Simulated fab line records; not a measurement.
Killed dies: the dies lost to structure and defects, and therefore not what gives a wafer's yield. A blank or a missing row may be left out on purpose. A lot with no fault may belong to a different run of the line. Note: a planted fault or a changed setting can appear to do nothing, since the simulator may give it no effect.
Chamber matching :: flow nand_harc :: rie_diel-01 running NHARC_A_BLC_STRIP_29: 4 sister chambers
The step strips in CF4. 4 wafers are shown with their chamber, then 8 later ones without.

== WAFERS WITH THEIR CHAMBER ==
wafer: L081.5
chamber: 3
drypump_motor_current_A (A): 5.9

wafer: L088.1
chamber: 0
drypump_motor_current_A (A): 5.2

wafer: L088.5
chamber: 2
drypump_motor_current_A (A): 5.7

wafer: L092.2
chamber: 1
drypump_motor_current_A (A): 5.3

== WAFERS WITHOUT THEIR CHAMBER ==
wafer: L092.3
drypump_motor_current_A (A): 5.6

wafer: L092.4
drypump_motor_current_A (A): 6.0

wafer: L093.3
drypump_motor_current_A (A): 5.1

wafer: L093.5
drypump_motor_current_A (A): 5.2

wafer: L093.6
drypump_motor_current_A (A): 5.3

wafer: L095.1
drypump_motor_current_A (A): 5.9

wafer: L095.5
drypump_motor_current_A (A): 5.9

wafer: L095.6
drypump_motor_current_A (A): 5.1

== CHAMBER TAKEN BY EACH ==
wafer: L092.3
from the rows above: 2
in truth: 2

wafer: L092.4
from the rows above: 3
in truth: 3

wafer: L093.3
from the rows above: can't be placed: 0 or 1
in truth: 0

wafer: L093.5
from the rows above: can't be placed: 0 or 1
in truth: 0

wafer: L093.6
from the rows above: can't be placed: 1 or 0
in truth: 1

wafer: L095.1
from the rows above: 3
in truth: 3

wafer: L095.5
from the rows above: 3
in truth: 3

wafer: L095.6
from the rows above: can't be placed: 0 or 1
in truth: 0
Placed correctly: 4 of 8. From these rows, 4 cannot be placed; in 4 the true chamber is one of the candidates. Placed wrongly: 0.
How it was worked out, from the rows above alone: a wafer's distance from a chamber is the root of the sum, over the readings, of the square of ((its reading less the chamber's mean) divided by the reading's scatter). If the next closest chamber is less than 2 further off than the closest, the wafer can't be placed; otherwise it belongs to the closest. The mean given for a chamber averages the wafers shown for that chamber. The scatter: root of mean squared gap, hidden wafer to nearest shown wafer, with one shown wafer a chamber.
